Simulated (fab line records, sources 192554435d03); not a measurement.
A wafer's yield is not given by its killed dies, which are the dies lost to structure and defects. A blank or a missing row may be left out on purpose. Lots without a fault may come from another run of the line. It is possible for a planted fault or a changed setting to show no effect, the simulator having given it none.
Chamber matching + flow n5 finfet + rie diel-06 running N5_BEOL_M11_STRIP_19: 4 sister chambers
The step strips in O2. 8 wafers are shown with their chamber, then 9 later ones without.

## WAFERS PAIRED WITH THEIR CHAMBERS
| wafer  | chamber | drypump motor current A (A) | showerhead plenum p Torr (Torr) |
|--------|---------|-----------------------------|---------------------------------|
| L084.6 | 3       | 5.5                         | 2.01                            |
| L088.4 | 0       | 5.1                         | 2.14                            |
| L089.2 | 1       | 5.4                         | 2.09                            |
| L089.3 | 0       | 5.1                         | 2.14                            |
| L089.4 | 2       | 6.0                         | 2.05                            |
| L090.1 | 3       | 5.5                         | 2.01                            |
| L090.2 | 2       | 6.0                         | 2.04                            |
| L090.3 | 1       | 5.3                         | 2.09                            |

## WAFERS WITHOUT THEIR CHAMBER
| wafer  | drypump motor current A (A) | showerhead plenum p Torr (Torr) |
|--------|-----------------------------|---------------------------------|
| L090.4 | 5.1                         | 2.14                            |
| L090.5 | 5.4                         | 2.09                            |
| L090.6 | 5.1                         | 2.14                            |
| L087.1 | 5.3                         | 2.09                            |
| L087.3 | 6.0                         | 2.04                            |
| L087.5 | 5.5                         | 2.01                            |
| L094.1 | 5.4                         | 2.09                            |
| L094.2 | 6.0                         | 2.04                            |
| L094.4 | 5.1                         | 2.13                            |

## WHICH CHAMBER EACH WENT THROUGH
| wafer  | from the rows above | in truth |
|--------|---------------------|----------|
| L090.4 | 0                   | 0        |
| L090.5 | 1                   | 1        |
| L090.6 | 0                   | 0        |
| L087.1 | 1                   | 1        |
| L087.3 | 2                   | 2        |
| L087.5 | 3                   | 3        |
| L094.1 | 1                   | 1        |
| L094.2 | 2                   | 2        |
| L094.4 | 0                   | 0        |
9 of 9 placed correctly. Can't be placed from these rows: 0. 0 placed wrongly.
How it was worked out, from the rows above alone: a wafer's distance from a chamber is the root of the sum, over the readings, of the square of ((its reading less the chamber's mean) divided by the reading's scatter). The wafer belongs to the nearest chamber; if the next one is less than 2 further off, it can't be placed. A chamber's mean is the mean of its shown wafers. How the scatter is found: for the shown wafers, subtract from each reading the mean of its chamber, square and add these, divide the total by (wafers less chambers), then take the root.
